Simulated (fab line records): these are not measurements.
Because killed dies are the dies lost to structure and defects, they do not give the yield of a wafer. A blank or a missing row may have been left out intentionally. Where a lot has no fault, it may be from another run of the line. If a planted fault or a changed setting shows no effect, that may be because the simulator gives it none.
The tool behind it: which one? || flow nand_harc || 14 lots with 42 wafers sampled at 4 steps, on a route of 1302 steps

## WHAT THE GAUGES READ, wafer by wafer
NHARC_THIN_TSV_CD_MEAS_12: target cd 1000 nm. Usual: 999.4 nm for cd_nm, sd 1.5.
{"lot": "L765", "measured": "day 24 14:29", "on": "cd_sem-01", "cd_nm (nm)": "998.6 1000.5 998.4", "flag": ""}
{"lot": "L768", "measured": "day 24 15:41", "on": "cd_sem-02", "cd_nm (nm)": "1002.2 1001.5 1000.9", "flag": ""}
{"lot": "L766", "measured": "day 24 16:53", "on": "cd_sem-01", "cd_nm (nm)": "1000.6 999.9 1000.3", "flag": ""}
{"lot": "L767", "measured": "day 24 20:32", "on": "cd_sem-01", "cd_nm (nm)": "1001.0 1001.9 1001.0", "flag": ""}
{"lot": "L773", "measured": "day 27 05:17", "on": "cd_sem-01", "cd_nm (nm)": "999.6 998.6 999.9", "flag": ""}
{"lot": "L776", "measured": "day 28 06:44", "on": "cd_sem-01", "cd_nm (nm)": "1000.1 1001.7 1000.0", "flag": ""}
{"lot": "L779", "measured": "day 29 13:04", "on": "cd_sem-03", "cd_nm (nm)": "996.6 998.2 1000.0", "flag": ""}
{"lot": "L781", "measured": "day 30 17:32", "on": "cd_sem-02", "cd_nm (nm)": "1000.2 1000.6 998.3", "flag": ""}
{"lot": "L783", "measured": "day 31 07:14", "on": "cd_sem-01", "cd_nm (nm)": "998.2 997.6 997.1", "flag": ""}
{"lot": "L784", "measured": "day 31 08:26", "on": "cd_sem-02", "cd_nm (nm)": "998.6 998.6 1000.7", "flag": ""}
{"lot": "L782", "measured": "day 31 09:38", "on": "cd_sem-02", "cd_nm (nm)": "998.9 1000.6 1002.3", "flag": ""}
{"lot": "L785", "measured": "day 31 14:31", "on": "cd_sem-02", "cd_nm (nm)": "1000.0 999.4 998.3", "flag": ""}
{"lot": "L786", "measured": "day 32 17:03", "on": "cd_sem-02", "cd_nm (nm)": "999.7 999.9 998.4", "flag": ""}
{"lot": "L787", "measured": "day 33 12:14", "on": "cd_sem-01", "cd_nm (nm)": "998.9 998.3 1002.0", "flag": ""}

NHARC_END_WLT_00. Usual: VT_DECK1_BOTTOM 0.870, standard deviation 0.0072; VT_DECK1_BOTTOM_INNER 0.870, standard deviation 0.0063; VT_DECK1_MEDIAN_NEAR_BOTTOM 0.871, standard deviation 0.0069; VT_DECK1_MEDIAN_NEAR_BOTTOM_INNER 0.871, standard deviation 0.0071; VT_DECK1_MIDDLE 0.883, standard deviation 0.0072; VT_DECK1_MIDDLE_INNER 0.883, standard deviation 0.0068; VT_DECK1_TOP 0.895, standard deviation 0.0068; VT_DECK1_TOP_INNER 0.895, standard deviation 0.0073; VT_DECK2_BOTTOM 0.871, standard deviation 0.0073; VT_DECK2_BOTTOM_INNER 0.870, standard deviation 0.0068; VT_DECK2_MEDIAN_NEAR_BOTTOM 0.871, standard deviation 0.0067; VT_DECK2_MEDIAN_NEAR_BOTTOM_INNER 0.872, standard deviation 0.007; VT_DECK2_MIDDLE 0.883, standard deviation 0.006; VT_DECK2_MIDDLE_INNER 0.884, standard deviation 0.0059; VT_DECK2_TOP 0.895, standard deviation 0.0068; VT_DECK2_TOP_INNER 0.895, standard deviation 0.0063.
{"lot": "L765", "measured": "day 25 03:34", "on": "prober-01", "VT_DECK1_BOTTOM": "0.874 0.872 0.875", "VT_DECK1_BOTTOM_INNER": "0.869 0.865 0.876", "VT_DECK1_MEDIAN_NEAR_BOTTOM": "0.874 0.871 0.874", "VT_DECK1_MEDIAN_NEAR_BOTTOM_INNER": "0.870 0.873 0.876", "VT_DECK1_MIDDLE": "0.885 0.886 0.890", "VT_DECK1_MIDDLE_INNER": "0.884 0.885 0.883", "VT_DECK1_TOP": "0.906 0.898 0.908", "VT_DECK1_TOP_INNER": "0.897 0.904 0.900", "VT_DECK2_BOTTOM": "0.877 0.867 0.873", "VT_DECK2_BOTTOM_INNER": "0.872 0.865 0.875", "VT_DECK2_MEDIAN_NEAR_BOTTOM": "0.874 0.874 0.871", "VT_DECK2_MEDIAN_NEAR_BOTTOM_INNER": "0.877 0.866 0.866", "VT_DECK2_MIDDLE": "0.881 0.883 0.876", "VT_DECK2_MIDDLE_INNER": "0.884 0.877 0.879", "VT_DECK2_TOP": "0.895 0.903 0.898", "VT_DECK2_TOP_INNER": "0.891 0.894 0.898", "flag": ""}
{"lot": "L768", "measured": "day 25 03:35", "on": "prober-02", "VT_DECK1_BOTTOM": "0.876 0.875 0.859", "VT_DECK1_BOTTOM_INNER": "0.871 0.868 0.867", "VT_DECK1_MEDIAN_NEAR_BOTTOM": "0.871 0.868 0.866", "VT_DECK1_MEDIAN_NEAR_BOTTOM_INNER": "0.878 0.870 0.879", "VT_DECK1_MIDDLE": "0.886 0.877 0.879", "VT_DECK1_MIDDLE_INNER": "0.893 0.881 0.888", "VT_DECK1_TOP": "0.897 0.897 0.893", "VT_DECK1_TOP_INNER": "0.892 0.892 0.886", "VT_DECK2_BOTTOM": "0.857 0.868 0.873", "VT_DECK2_BOTTOM_INNER": "0.865 0.867 0.872", "VT_DECK2_MEDIAN_NEAR_BOTTOM": "0.864 0.870 0.867", "VT_DECK2_MEDIAN_NEAR_BOTTOM_INNER": "0.873 0.872 0.874", "VT_DECK2_MIDDLE": "0.881 0.881 0.881", "VT_DECK2_MIDDLE_INNER": "0.883 0.880 0.881", "VT_DECK2_TOP": "0.895 0.893 0.890", "VT_DECK2_TOP_INNER": "0.897 0.897 0.887", "flag": ""}
{"lot": "L766", "measured": "day 25 11:20", "on": "prober-01", "VT_DECK1_BOTTOM": "0.873 0.866 0.870", "VT_DECK1_BOTTOM_INNER": "0.867 0.862 0.876", "VT_DECK1_MEDIAN_NEAR_BOTTOM": "0.866 0.864 0.885", "VT_DECK1_MEDIAN_NEAR_BOTTOM_INNER": "0.867 0.871 0.875", "VT_DECK1_MIDDLE": "0.885 0.887 0.881", "VT_DECK1_MIDDLE_INNER": "0.883 0.884 0.880", "VT_DECK1_TOP": "0.891 0.885 0.890", "VT_DECK1_TOP_INNER": "0.897 0.898 0.892", "VT_DECK2_BOTTOM": "0.867 0.862 0.865", "VT_DECK2_BOTTOM_INNER": "0.860 0.860 0.870", "VT_DECK2_MEDIAN_NEAR_BOTTOM": "0.873 0.859 0.867", "VT_DECK2_MEDIAN_NEAR_BOTTOM_INNER": "0.870 0.864 0.867", "VT_DECK2_MIDDLE": "0.876 0.876 0.882", "VT_DECK2_MIDDLE_INNER": "0.874 0.884 0.878", "VT_DECK2_TOP": "0.883 0.881 0.885", "VT_DECK2_TOP_INNER": "0.887 0.890 0.881", "flag": ""}
{"lot": "L767", "measured": "day 25 11:23", "on": "prober-02", "VT_DECK1_BOTTOM": "0.867 0.873 0.872", "VT_DECK1_BOTTOM_INNER": "0.871 0.874 0.875", "VT_DECK1_MEDIAN_NEAR_BOTTOM": "0.866 0.875 0.871", "VT_DECK1_MEDIAN_NEAR_BOTTOM_INNER": "0.879 0.876 0.868", "VT_DECK1_MIDDLE": "0.882 0.885 0.876", "VT_DECK1_MIDDLE_INNER": "0.882 0.885 0.888", "VT_DECK1_TOP": "0.889 0.895 0.899", "VT_DECK1_TOP_INNER": "0.898 0.899 0.893", "VT_DECK2_BOTTOM": "0.869 0.864 0.876", "VT_DECK2_BOTTOM_INNER": "0.879 0.867 0.869", "VT_DECK2_MEDIAN_NEAR_BOTTOM": "0.876 0.876 0.870", "VT_DECK2_MEDIAN_NEAR_BOTTOM_INNER": "0.876 0.870 0.881", "VT_DECK2_MIDDLE": "0.888 0.882 0.876", "VT_DECK2_MIDDLE_INNER": "0.887 0.880 0.884", "VT_DECK2_TOP": "0.896 0.890 0.899", "VT_DECK2_TOP_INNER": "0.909 0.903 0.897", "flag": ""}
{"lot": "L776", "measured": "day 28 19:39", "on": "prober-01", "VT_DECK1_BOTTOM": "0.874 0.880", "VT_DECK1_BOTTOM_INNER": "0.880 0.874", "VT_DECK1_MEDIAN_NEAR_BOTTOM": "0.877 0.884", "VT_DECK1_MEDIAN_NEAR_BOTTOM_INNER": "0.875 0.872", "VT_DECK1_MIDDLE": "0.893 0.893", "VT_DECK1_MIDDLE_INNER": "0.891 0.895", "VT_DECK1_TOP": "0.898 0.900", "VT_DECK1_TOP_INNER": "0.904 0.901", "VT_DECK2_BOTTOM": "0.873 0.873", "VT_DECK2_BOTTOM_INNER": "0.874 0.872", "VT_DECK2_MEDIAN_NEAR_BOTTOM": "0.874 0.875", "VT_DECK2_MEDIAN_NEAR_BOTTOM_INNER": "0.875 0.872", "VT_DECK2_MIDDLE": "0.883 0.880", "VT_DECK2_MIDDLE_INNER": "0.879 0.882", "VT_DECK2_TOP": "0.893 0.895", "VT_DECK2_TOP_INNER": "0.885 0.894", "flag": ""}
{"lot": "L779", "measured": "day 30 05:05", "on": "prober-02", "VT_DECK1_BOTTOM": "0.850 0.866 0.866", "VT_DECK1_BOTTOM_INNER": "0.863 0.864 0.867", "VT_DECK1_MEDIAN_NEAR_BOTTOM": "0.868 0.868 0.862", "VT_DECK1_MEDIAN_NEAR_BOTTOM_INNER": "0.856 0.872 0.863", "VT_DECK1_MIDDLE": "0.880 0.881 0.876", "VT_DECK1_MIDDLE_INNER": "0.870 0.875 0.873", "VT_DECK1_TOP": "0.887 0.883 0.888", "VT_DECK1_TOP_INNER": "0.886 0.887 0.875", "VT_DECK2_BOTTOM": "0.881 0.874 0.881", "VT_DECK2_BOTTOM_INNER": "0.872 0.877 0.891", "VT_DECK2_MEDIAN_NEAR_BOTTOM": "0.881 0.876 0.876", "VT_DECK2_MEDIAN_NEAR_BOTTOM_INNER": "0.883 0.879 0.885", "VT_DECK2_MIDDLE": "0.891 0.887 0.888", "VT_DECK2_MIDDLE_INNER": "0.886 0.897 0.890", "VT_DECK2_TOP": "0.889 0.898 0.902", "VT_DECK2_TOP_INNER": "0.904 0.899 0.897", "flag": ""}
{"lot": "L781", "measured": "day 31 07:41", "on": "prober-01", "VT_DECK1_BOTTOM": "0.877 0.888 0.876", "VT_DECK1_BOTTOM_INNER": "0.876 0.880 0.879", "VT_DECK1_MEDIAN_NEAR_BOTTOM": "0.882 0.888 0.873", "VT_DECK1_MEDIAN_NEAR_BOTTOM_INNER": "0.870 0.885 0.879", "VT_DECK1_MIDDLE": "0.890 0.898 0.891", "VT_DECK1_MIDDLE_INNER": "0.894 0.889 0.890", "VT_DECK1_TOP": "0.908 0.905 0.910", "VT_DECK1_TOP_INNER": "0.906 0.910 0.906", "VT_DECK2_BOTTOM": "0.877 0.879 0.877", "VT_DECK2_BOTTOM_INNER": "0.872 0.877 0.872", "VT_DECK2_MEDIAN_NEAR_BOTTOM": "0.877 0.883 0.871", "VT_DECK2_MEDIAN_NEAR_BOTTOM_INNER": "0.871 0.868 0.875", "VT_DECK2_MIDDLE": "0.889 0.885 0.894", "VT_DECK2_MIDDLE_INNER": "0.883 0.890 0.886", "VT_DECK2_TOP": "0.904 0.896 0.904", "VT_DECK2_TOP_INNER": "0.899 0.904 0.904", "flag": ""}
{"lot": "L783", "measured": "day 31 19:35", "on": "prober-02", "VT_DECK1_BOTTOM": "0.866 0.876 0.871", "VT_DECK1_BOTTOM_INNER": "0.876 0.875 0.872", "VT_DECK1_MEDIAN_NEAR_BOTTOM": "0.865 0.874 0.869", "VT_DECK1_MEDIAN_NEAR_BOTTOM_INNER": "0.879 0.871 0.874", "VT_DECK1_MIDDLE": "0.889 0.889 0.888", "VT_DECK1_MIDDLE_INNER": "0.884 0.879 0.885", "VT_DECK1_TOP": "0.904 0.903 0.892", "VT_DECK1_TOP_INNER": "0.899 0.901 0.909", "VT_DECK2_BOTTOM": "0.870 0.866 0.870", "VT_DECK2_BOTTOM_INNER": "0.867 0.873 0.873", "VT_DECK2_MEDIAN_NEAR_BOTTOM": "0.867 0.879 0.867", "VT_DECK2_MEDIAN_NEAR_BOTTOM_INNER": "0.876 0.868 0.872", "VT_DECK2_MIDDLE": "0.880 0.880 0.891", "VT_DECK2_MIDDLE_INNER": "0.885 0.877 0.890", "VT_DECK2_TOP": "0.899 0.903 0.893", "VT_DECK2_TOP_INNER": "0.897 0.902 0.892", "flag": ""}
{"lot": "L784", "measured": "day 32 03:20", "on": "prober-02", "VT_DECK1_BOTTOM": "0.879 0.868 0.874", "VT_DECK1_BOTTOM_INNER": "0.875 0.868 0.867", "VT_DECK1_MEDIAN_NEAR_BOTTOM": "0.871 0.867 0.863", "VT_DECK1_MEDIAN_NEAR_BOTTOM_INNER": "0.866 0.869 0.875", "VT_DECK1_MIDDLE": "0.885 0.880 0.889", "VT_DECK1_MIDDLE_INNER": "0.889 0.877 0.883", "VT_DECK1_TOP": "0.891 0.888 0.896", "VT_DECK1_TOP_INNER": "0.887 0.896 0.895", "VT_DECK2_BOTTOM": "0.868 0.861 0.859", "VT_DECK2_BOTTOM_INNER": "0.861 0.861 0.862", "VT_DECK2_MEDIAN_NEAR_BOTTOM": "0.871 0.861 0.869", "VT_DECK2_MEDIAN_NEAR_BOTTOM_INNER": "0.870 0.864 0.867", "VT_DECK2_MIDDLE": "0.882 0.877 0.876", "VT_DECK2_MIDDLE_INNER": "0.876 0.883 0.880", "VT_DECK2_TOP": "0.896 0.894 0.893", "VT_DECK2_TOP_INNER": "0.893 0.891 0.898", "flag": ""}
{"lot": "L782", "measured": "day 31 19:35", "on": "prober-01", "VT_DECK1_BOTTOM": "0.875 0.868 0.881", "VT_DECK1_BOTTOM_INNER": "0.871 0.877 0.873", "VT_DECK1_MEDIAN_NEAR_BOTTOM": "0.884 0.880 0.879", "VT_DECK1_MEDIAN_NEAR_BOTTOM_INNER": "0.869 0.867 0.886", "VT_DECK1_MIDDLE": "0.890 0.881 0.889", "VT_DECK1_MIDDLE_INNER": "0.891 0.892 0.893", "VT_DECK1_TOP": "0.899 0.901 0.900", "VT_DECK1_TOP_INNER": "0.897 0.905 0.898", "VT_DECK2_BOTTOM": "0.861 0.865 0.863", "VT_DECK2_BOTTOM_INNER": "0.865 0.865 0.874", "VT_DECK2_MEDIAN_NEAR_BOTTOM": "0.864 0.873 0.859", "VT_DECK2_MEDIAN_NEAR_BOTTOM_INNER": "0.870 0.858 0.863", "VT_DECK2_MIDDLE": "0.885 0.890 0.886", "VT_DECK2_MIDDLE_INNER": "0.881 0.884 0.882", "VT_DECK2_TOP": "0.885 0.895 0.887", "VT_DECK2_TOP_INNER": "0.892 0.885 0.898", "flag": ""}
{"lot": "L785", "measured": "day 32 05:27", "on": "prober-01", "VT_DECK1_BOTTOM": "0.865 0.872 0.873", "VT_DECK1_BOTTOM_INNER": "0.869 0.874 0.874", "VT_DECK1_MEDIAN_NEAR_BOTTOM": "0.876 0.864 0.871", "VT_DECK1_MEDIAN_NEAR_BOTTOM_INNER": "0.860 0.871 0.868", "VT_DECK1_MIDDLE": "0.888 0.882 0.881", "VT_DECK1_MIDDLE_INNER": "0.889 0.896 0.886", "VT_DECK1_TOP": "0.889 0.898 0.898", "VT_DECK1_TOP_INNER": "0.898 0.896 0.898", "VT_DECK2_BOTTOM": "0.876 0.877 0.874", "VT_DECK2_BOTTOM_INNER": "0.877 0.874 0.868", "VT_DECK2_MEDIAN_NEAR_BOTTOM": "0.868 0.876 0.882", "VT_DECK2_MEDIAN_NEAR_BOTTOM_INNER": "0.872 0.876 0.884", "VT_DECK2_MIDDLE": "0.892 0.880 0.892", "VT_DECK2_MIDDLE_INNER": "0.885 0.875 0.889", "VT_DECK2_TOP": "0.896 0.906 0.899", "VT_DECK2_TOP_INNER": "0.899 0.905 0.898", "flag": ""}
{"lot": "L786", "measured": "day 33 05:47", "on": "prober-02", "VT_DECK1_BOTTOM": "0.869 0.869 0.868", "VT_DECK1_BOTTOM_INNER": "0.871 0.864 0.868", "VT_DECK1_MEDIAN_NEAR_BOTTOM": "0.869 0.872 0.862", "VT_DECK1_MEDIAN_NEAR_BOTTOM_INNER": "0.865 0.871 0.865", "VT_DECK1_MIDDLE": "0.880 0.871 0.872", "VT_DECK1_MIDDLE_INNER": "0.879 0.881 0.876", "VT_DECK1_TOP": "0.885 0.890 0.890", "VT_DECK1_TOP_INNER": "0.887 0.888 0.885", "VT_DECK2_BOTTOM": "0.867 0.862 0.874", "VT_DECK2_BOTTOM_INNER": "0.873 0.864 0.870", "VT_DECK2_MEDIAN_NEAR_BOTTOM": "0.869 0.865 0.886", "VT_DECK2_MEDIAN_NEAR_BOTTOM_INNER": "0.870 0.875 0.876", "VT_DECK2_MIDDLE": "0.888 0.882 0.889", "VT_DECK2_MIDDLE_INNER": "0.877 0.878 0.888", "VT_DECK2_TOP": "0.897 0.887 0.896", "VT_DECK2_TOP_INNER": "0.902 0.902 0.899", "flag": ""}
{"lot": "L787", "measured": "day 34 04:13", "on": "prober-02", "VT_DECK1_BOTTOM": "0.880 0.886 0.885", "VT_DECK1_BOTTOM_INNER": "0.883 0.873 0.886", "VT_DECK1_MEDIAN_NEAR_BOTTOM": "0.877 0.883 0.885", "VT_DECK1_MEDIAN_NEAR_BOTTOM_INNER": "0.877 0.879 0.880", "VT_DECK1_MIDDLE": "0.902 0.897 0.893", "VT_DECK1_MIDDLE_INNER": "0.898 0.897 0.892", "VT_DECK1_TOP": "0.915 0.906 0.902", "VT_DECK1_TOP_INNER": "0.901 0.912 0.912", "VT_DECK2_BOTTOM": "0.867 0.870 0.872", "VT_DECK2_BOTTOM_INNER": "0.866 0.874 0.875", "VT_DECK2_MEDIAN_NEAR_BOTTOM": "0.871 0.871 0.865", "VT_DECK2_MEDIAN_NEAR_BOTTOM_INNER": "0.876 0.874 0.871", "VT_DECK2_MIDDLE": "0.886 0.883 0.888", "VT_DECK2_MIDDLE_INNER": "0.886 0.883 0.885", "VT_DECK2_TOP": "0.896 0.891 0.897", "VT_DECK2_TOP_INNER": "0.894 0.886 0.897", "flag": ""}

## EACH LOT AND THE TOOL THAT RAN IT (in order: tool; ch and the chambers of the sampled wafers; start)
{"lot": "L765", "NHARC_THIN_TSV_DESCUM_35": "rie_diel-05 ch 1,3, day 24 21:04", "NHARC_THIN_TSV_ETCH_36": "rie_metal-02 ch 0,1, day 24 21:28"}
{"lot": "L768", "NHARC_THIN_TSV_DESCUM_35": "rie_diel-07 ch 0,1,2, day 24 21:46", "NHARC_THIN_TSV_ETCH_36": "rie_metal-01 ch 0, day 24 22:08"}
{"lot": "L766", "NHARC_THIN_TSV_DESCUM_35": "rie_diel-05 ch 0,1,3, day 24 22:57", "NHARC_THIN_TSV_ETCH_36": "rie_metal-02 ch 0,1, day 24 23:22"}
{"lot": "L767", "NHARC_THIN_TSV_DESCUM_35": "rie_diel-05 ch 0,3, day 25 02:29", "NHARC_THIN_TSV_ETCH_36": "rie_metal-03 ch 0,1, day 25 02:53"}
{"lot": "L773", "NHARC_THIN_TSV_DESCUM_35": "rie_diel-07 ch 1,3, day 27 11:25", "NHARC_THIN_TSV_ETCH_36": "rie_metal-01 ch 0, day 27 11:47"}
{"lot": "L776", "NHARC_THIN_TSV_DESCUM_35": "rie_diel-05 ch 0,1,2, day 28 13:12", "NHARC_THIN_TSV_ETCH_36": "rie_metal-01 ch 0,1, day 28 13:36"}
{"lot": "L779", "NHARC_THIN_TSV_DESCUM_35": "rie_diel-07 ch 1,2,3, day 29 19:01", "NHARC_THIN_TSV_ETCH_36": "rie_metal-02 ch 0,1, day 29 19:25"}
{"lot": "L781", "NHARC_THIN_TSV_DESCUM_35": "rie_diel-06 ch 0,1,3, day 30 23:43", "NHARC_THIN_TSV_ETCH_36": "rie_metal-03 ch 0,1, day 31 00:07"}
{"lot": "L783", "NHARC_THIN_TSV_DESCUM_35": "rie_diel-07 ch 0,1,3, day 31 13:21", "NHARC_THIN_TSV_ETCH_36": "rie_metal-03 ch 1, day 31 13:43"}
{"lot": "L784", "NHARC_THIN_TSV_DESCUM_35": "rie_diel-07 ch 2,3, day 31 14:37", "NHARC_THIN_TSV_ETCH_36": "rie_metal-01 ch 0,1, day 31 14:59"}
{"lot": "L782", "NHARC_THIN_TSV_DESCUM_35": "rie_diel-05 ch 1,2,3, day 31 15:42", "NHARC_THIN_TSV_ETCH_36": "rie_metal-02 ch 0,1, day 31 16:04"}
{"lot": "L785", "NHARC_THIN_TSV_DESCUM_35": "rie_diel-06 ch 2,3, day 31 20:35", "NHARC_THIN_TSV_ETCH_36": "rie_metal-03 ch 0,1, day 31 20:58"}
{"lot": "L786", "NHARC_THIN_TSV_DESCUM_35": "rie_diel-06 ch 0,3, day 32 23:22", "NHARC_THIN_TSV_ETCH_36": "rie_metal-02 ch 0,1, day 32 23:44"}
{"lot": "L787", "NHARC_THIN_TSV_DESCUM_35": "rie_diel-07 ch 0,1,3, day 33 18:15", "NHARC_THIN_TSV_ETCH_36": "rie_metal-01 ch 0,1, day 33 18:38"}
- NHARC_THIN_TSV_DESCUM_35: chemistry O2, time 3 s.
- NHARC_THIN_TSV_ETCH_36: etches the open film in Cl2/BCl3, target depth 65 nm, time 18.571 s.

## AS READ BY THE TOOLS THEMSELVES (means over the sampled wafers that have a number; for cases with no such wafer, the mark the record gives instead)
NHARC_THIN_TSV_DESCUM_35. Usual: drypump_motor_current_A 5.6 A, standard deviation 0.41; oes_product_au 1.002 a.u., standard deviation 0.0062; rf_vpp_V 57.8 V, standard deviation 0.94; showerhead_plenum_p_Torr 1.93 Torr, standard deviation 0.08; throttle_valve_pct 11.311 %, standard deviation 0.0087.
{"lot": "L765", "tool": "rie_diel-05", "drypump_motor_current_A (A)": 5.8, "oes_product_au (a.u.)": 1.005, "rf_vpp_V (V)": 58.0, "showerhead_plenum_p_Torr (Torr)": 1.95, "throttle_valve_pct (%)": 11.308, "flag": ""}
{"lot": "L768", "tool": "rie_diel-07", "drypump_motor_current_A (A)": 5.7, "oes_product_au (a.u.)": 0.999, "rf_vpp_V (V)": 57.3, "showerhead_plenum_p_Torr (Torr)": 1.96, "throttle_valve_pct (%)": 11.312, "flag": ""}
{"lot": "L766", "tool": "rie_diel-05", "drypump_motor_current_A (A)": 5.7, "oes_product_au (a.u.)": 0.995, "rf_vpp_V (V)": 57.6, "showerhead_plenum_p_Torr (Torr)": 1.98, "throttle_valve_pct (%)": 11.304, "flag": ""}
{"lot": "L767", "tool": "rie_diel-05", "drypump_motor_current_A (A)": 5.5, "oes_product_au (a.u.)": 1.001, "rf_vpp_V (V)": 58.6, "showerhead_plenum_p_Torr (Torr)": 2.02, "throttle_valve_pct (%)": 11.317, "flag": ""}
{"lot": "L773", "tool": "rie_diel-07", "drypump_motor_current_A (A)": 6.0, "oes_product_au (a.u.)": 0.992, "rf_vpp_V (V)": 57.4, "showerhead_plenum_p_Torr (Torr)": 1.90, "throttle_valve_pct (%)": 11.312, "flag": ""}
{"lot": "L776", "tool": "rie_diel-05", "drypump_motor_current_A (A)": 5.7, "oes_product_au (a.u.)": 0.997, "rf_vpp_V (V)": 57.9, "showerhead_plenum_p_Torr (Torr)": 1.99, "throttle_valve_pct (%)": 11.315, "flag": ""}
{"lot": "L779", "tool": "rie_diel-07", "drypump_motor_current_A (A)": 5.7, "oes_product_au (a.u.)": 1.001, "rf_vpp_V (V)": 58.3, "showerhead_plenum_p_Torr (Torr)": 1.94, "throttle_valve_pct (%)": 11.316, "flag": ""}
{"lot": "L781", "tool": "rie_diel-06", "drypump_motor_current_A (A)": 5.2, "oes_product_au (a.u.)": 1.004, "rf_vpp_V (V)": 57.2, "showerhead_plenum_p_Torr (Torr)": 1.92, "throttle_valve_pct (%)": 11.319, "flag": ""}
{"lot": "L783", "tool": "rie_diel-07", "drypump_motor_current_A (A)": 5.8, "oes_product_au (a.u.)": 1.008, "rf_vpp_V (V)": 57.9, "showerhead_plenum_p_Torr (Torr)": 1.92, "throttle_valve_pct (%)": 11.317, "flag": ""}
{"lot": "L784", "tool": "rie_diel-07", "drypump_motor_current_A (A)": 5.5, "oes_product_au (a.u.)": 1.000, "rf_vpp_V (V)": 56.9, "showerhead_plenum_p_Torr (Torr)": 1.98, "throttle_valve_pct (%)": 11.299, "flag": ""}
{"lot": "L782", "tool": "rie_diel-05", "drypump_motor_current_A (A)": 5.7, "oes_product_au (a.u.)": 1.007, "rf_vpp_V (V)": 57.8, "showerhead_plenum_p_Torr (Torr)": 2.00, "throttle_valve_pct (%)": 11.308, "flag": ""}
{"lot": "L785", "tool": "rie_diel-06", "drypump_motor_current_A (A)": 5.9, "oes_product_au (a.u.)": 0.998, "rf_vpp_V (V)": 57.1, "showerhead_plenum_p_Torr (Torr)": 1.81, "throttle_valve_pct (%)": 11.308, "flag": ""}
{"lot": "L786", "tool": "rie_diel-06", "drypump_motor_current_A (A)": 5.6, "oes_product_au (a.u.)": 0.997, "rf_vpp_V (V)": 56.1, "showerhead_plenum_p_Torr (Torr)": 1.86, "throttle_valve_pct (%)": 11.316, "flag": ""}
{"lot": "L787", "tool": "rie_diel-07", "drypump_motor_current_A (A)": 5.8, "oes_product_au (a.u.)": 1.011, "rf_vpp_V (V)": 57.4, "showerhead_plenum_p_Torr (Torr)": 1.92, "throttle_valve_pct (%)": 11.305, "flag": ""}

NHARC_THIN_TSV_ETCH_36. Usual: drypump_motor_current_A 6.0 A, standard deviation 0.47; oes_product_au 1.001 a.u., standard deviation 0.0069; run_length_s 40.0 s, standard deviation 0.43.
{"lot": "L765", "tool": "rie_metal-02", "drypump_motor_current_A (A)": 6.2, "oes_product_au (a.u.)": 1.003, "run_length_s (s)": 40.2, "flag": ""}
{"lot": "L768", "tool": "rie_metal-01", "drypump_motor_current_A (A)": 6.2, "oes_product_au (a.u.)": 0.997, "run_length_s (s)": 39.7, "flag": ""}
{"lot": "L766", "tool": "rie_metal-02", "drypump_motor_current_A (A)": 6.2, "oes_product_au (a.u.)": 1.010, "run_length_s (s)": 40.2, "flag": ""}
{"lot": "L767", "tool": "rie_metal-03", "drypump_motor_current_A (A)": 5.7, "oes_product_au (a.u.)": 1.004, "run_length_s (s)": 39.6, "flag": ""}
{"lot": "L773", "tool": "rie_metal-01", "drypump_motor_current_A (A)": 6.1, "oes_product_au (a.u.)": 0.997, "run_length_s (s)": 34.7, "flag": "OFF"}
{"lot": "L776", "tool": "rie_metal-01", "drypump_motor_current_A (A)": 6.3, "oes_product_au (a.u.)": 1.000, "run_length_s (s)": 38.5, "flag": "OFF"}
{"lot": "L779", "tool": "rie_metal-02", "drypump_motor_current_A (A)": 5.8, "oes_product_au (a.u.)": 0.999, "run_length_s (s)": 40.5, "flag": ""}
{"lot": "L781", "tool": "rie_metal-03", "drypump_motor_current_A (A)": 5.4, "oes_product_au (a.u.)": 1.000, "run_length_s (s)": 39.7, "flag": ""}
{"lot": "L783", "tool": "rie_metal-03", "drypump_motor_current_A (A)": 6.1, "oes_product_au (a.u.)": 0.991, "run_length_s (s)": 39.8, "flag": ""}
{"lot": "L784", "tool": "rie_metal-01", "drypump_motor_current_A (A)": 6.2, "oes_product_au (a.u.)": 1.008, "run_length_s (s)": 40.1, "flag": ""}
{"lot": "L782", "tool": "rie_metal-02", "drypump_motor_current_A (A)": 5.9, "oes_product_au (a.u.)": 1.006, "run_length_s (s)": 40.4, "flag": ""}
{"lot": "L785", "tool": "rie_metal-03", "drypump_motor_current_A (A)": 5.4, "oes_product_au (a.u.)": 1.001, "run_length_s (s)": 39.6, "flag": ""}
{"lot": "L786", "tool": "rie_metal-02", "drypump_motor_current_A (A)": 6.2, "oes_product_au (a.u.)": 1.007, "run_length_s (s)": 40.4, "flag": ""}
{"lot": "L787", "tool": "rie_metal-01", "drypump_motor_current_A (A)": 6.2, "oes_product_au (a.u.)": 1.001, "run_length_s (s)": 40.0, "flag": ""}

## THE ANSWER, worked out from the rows above alone
Rule: a lot counts as off when the mean over its wafers that have a number is more than 3 standard deviations away from the usual mean. A lot without any number at a reading at which 4 lots or more have one is off too. Any other lot the step has rows for is counted as sound. After the gauges, taken in route order, come the tools' own readings; for these a lot's mean is taken, as printed above. The first step at which some lot is off is used, and at that step the reading that is off furthest; a lot without a number counts as furthest.
Off, at NHARC_THIN_TSV_ETCH_36 on run_length_s: L773, L776.
If a tool, at that step or one of the process steps before it, ran each lot that is off and ran no sound lot following the first of them, it fits. No candidate that was tried fits.

## WHAT WAS PUT IN BY THE SIMULATOR
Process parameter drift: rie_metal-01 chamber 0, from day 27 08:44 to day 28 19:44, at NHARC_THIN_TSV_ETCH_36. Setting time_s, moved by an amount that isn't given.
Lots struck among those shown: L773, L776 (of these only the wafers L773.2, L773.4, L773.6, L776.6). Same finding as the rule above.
